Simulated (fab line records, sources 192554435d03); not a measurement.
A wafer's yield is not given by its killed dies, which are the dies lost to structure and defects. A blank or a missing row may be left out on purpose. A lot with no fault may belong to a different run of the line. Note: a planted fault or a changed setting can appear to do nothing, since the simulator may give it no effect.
A single fault, viewed from 2 desks ; flow n5 finfet ; numbers are kept per desk, each desk with only its own; the story behind them comes last

DESK OF THE TOOL OWNER: ald metal-02
The tool's own readings at N5_BEOL_M5_ALD_86 (deposits TaN, pulse time 2 s, purge time 3 s, co reactant purge time 2 s): means of the sampled wafers that have a number, for each lot that ran on this tool. The brackets show how far a lot's mean lies from the usual mean; more than 4 standard deviations puts the lot out of limits, marked OUT.
Columns: A = heater power w at N5_BEOL_M5_ALD_86, usual 413 W
lot;first seen here;A
L334;day 8 14:10;435
L336;day 8 22:53;469
L338;day 9 08:56;399
L344;day 10 17:28;467
L347;day 11 21:50;396
L350;day 12 11:28;426
Finding of this desk: none of the 6 lots has anything out of limits.

FROM THE METROLOGY DESK
Lot by lot, what the gauges showed, no matter which tool ran the lot: averages of those sampled wafers that carry a number. The brackets show how far a lot's mean lies from the usual mean; more than 4 standard deviations puts the lot out of limits, marked OUT.
Columns: A = cd nm at N5_BEOL_M5_CD_MEAS_35, usual 28.20 nm
lot;first seen here;A
L333;day 7 16:46;28.26
L334;day 8 13:25;27.86
L336;day 8 20:37;28.27
L337;day 8 23:40;28.50
L338;day 9 08:25;28.26
L340;day 10 00:43;28.26
L342;day 10 03:22;28.41
L344;day 10 16:18;28.36
L347;day 11 21:16;28.18
L350;day 12 10:42;27.97
L355;day 13 13:12;28.34
Finding of this desk: none of the 11 lots has anything out of limits.

ALL TOGETHER
The tool owner's desk saw nothing out of limits.
At the metrology desk, nothing out of limits was observed.

WHAT THE SIMULATOR HAD INSERTED
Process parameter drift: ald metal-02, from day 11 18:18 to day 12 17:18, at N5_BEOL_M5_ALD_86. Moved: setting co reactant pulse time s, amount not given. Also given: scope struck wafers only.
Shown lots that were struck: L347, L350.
